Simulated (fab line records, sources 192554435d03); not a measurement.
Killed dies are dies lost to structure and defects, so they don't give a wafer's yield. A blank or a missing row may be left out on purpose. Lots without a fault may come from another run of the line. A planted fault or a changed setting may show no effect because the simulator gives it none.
Split-lot experiment | flow n5_finfet | 7 lots, 21 wafers read, on a route of 1938 steps

THE SPLIT
At N5_MOL_CONTACT_COAG_VIA_ETCH_117 (etches SiO2 in C4F6/O2, target depth 40 nm, overetch 8 nm, time 26 s), the setting bias_w was moved away from the recipe's 455 W on 9 of the 21 wafers read, by -16.0% to +15.7%. The other wafers ran this setting at the recipe's value.

The reading is taken at the split's own step.

THE READING
rf_vpp_V, in V, at N5_MOL_CONTACT_COAG_VIA_ETCH_117 (etches SiO2 in C4F6/O2, target depth 40 nm, overetch 8 nm, time 26 s). Fault-free wafers of this fab line usually give 1569 V, standard deviation 22 V.

wafer  | tool, chamber at the split | bias_w as run, W | against the recipe | rf_vpp_V, V | against lot-mates on the recipe
L074.2 | rie_diel-04, 2             | 455              | recipe             | 1574        | -
L074.3 | rie_diel-04, 3             | 455              | recipe             | 1582        | -
L074.4 | rie_diel-04, 0             | 455              | recipe             | 1552        | -
L075.4 | rie_diel-01, 1             | 526.4            | +15.7%             | 1786        | +216
L075.5 | rie_diel-01, 2             | 455              | recipe             | 1570        | -
L075.6 | rie_diel-01, 1             | 526.4            | +15.7%             | 1787        | +217
L078.1 | rie_diel-04, 0             | 455              | recipe             | 1551        | -
L078.2 | rie_diel-04, 3             | 382.1            | -16.0%             | 1387        | -180
L078.5 | rie_diel-04, 3             | 455              | recipe             | 1582        | -
L080.2 | rie_diel-01, 1             | 455              | recipe             | 1603        | -
L080.5 | rie_diel-01, 1             | 384.8            | -15.4%             | 1414        | -189
L080.6 | rie_diel-01, 3             | 384.8            | -15.4%             | 1361        | -242
L086.2 | rie_diel-04, 2             | 455              | recipe             | 1574        | -
L086.3 | rie_diel-04, 3             | 455              | recipe             | 1582        | -
L086.5 | rie_diel-04, 2             | 455              | recipe             | 1574        | -
L092.1 | rie_diel-04, 0             | 455              | recipe             | 1552        | -
L092.5 | rie_diel-04, 0             | 399.3            | -12.2%             | 1407        | -145
L092.6 | rie_diel-04, 3             | 399.3            | -12.2%             | 1435        | -117
L093.1 | rie_diel-03, 0             | 455              | recipe             | 1582        | -
L093.2 | rie_diel-03, 2             | 521.9            | +14.7%             | 1720        | +138
L093.6 | rie_diel-03, 0             | 521.9            | +14.7%             | 1752        | +170

THE FIT
A straight line over all 21 wafers: rf_vpp_V changes by +12.2 V for each +1% of bias_w; r = +0.99; the points scatter about the line by 19 V.
The same after taking each lot's own level away (the mean of its wafers on the recipe; 21 wafers): +12.3 V for each +1%; r = +0.99; scatter 21 V.
On that fit, the largest move of bias_w shifts the reading by 2e+02 V.
The lots' own levels span 1552.0 to 1603.0 V, that is 2.3 times the standard deviation above.
So the lot-to-lot level changes the slope little: the two slopes agree.
Check: with one of the wafers moved furthest among these (-16.0%) left out of the fit, the line predicts -201 V for it against its lot-mates. It came out at -180 V against them.
Tool readings at the split's step, against how far the setting was moved: rf_vpp_V r = +0.99.

OTHER SPLITS ON THESE WAFERS
These wafers also went through other splits before the reading. Each is held against what the fit with the lots' levels taken away leaves over:
other split on the same wafers | wafers away from the commonest value | r with rf_vpp_V (lot level and that fit taken away)
N5_SDB_STRIP_22 power_w        | 6                                    | -0.29
N5_SDB_CUT_ETCH_26 icp_w       | 3                                    | -0.13
N5_GATE_CUT_EXPOSE_10 dose_mj  | 2                                    | -0.19
N5_GATE_CUT_DESCUM_18 time_s   | 6                                    | -0.15

THE FILE'S OWN FIT
rf_vpp_V changes by +12.2 V for each +1% of bias_w, r = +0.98.
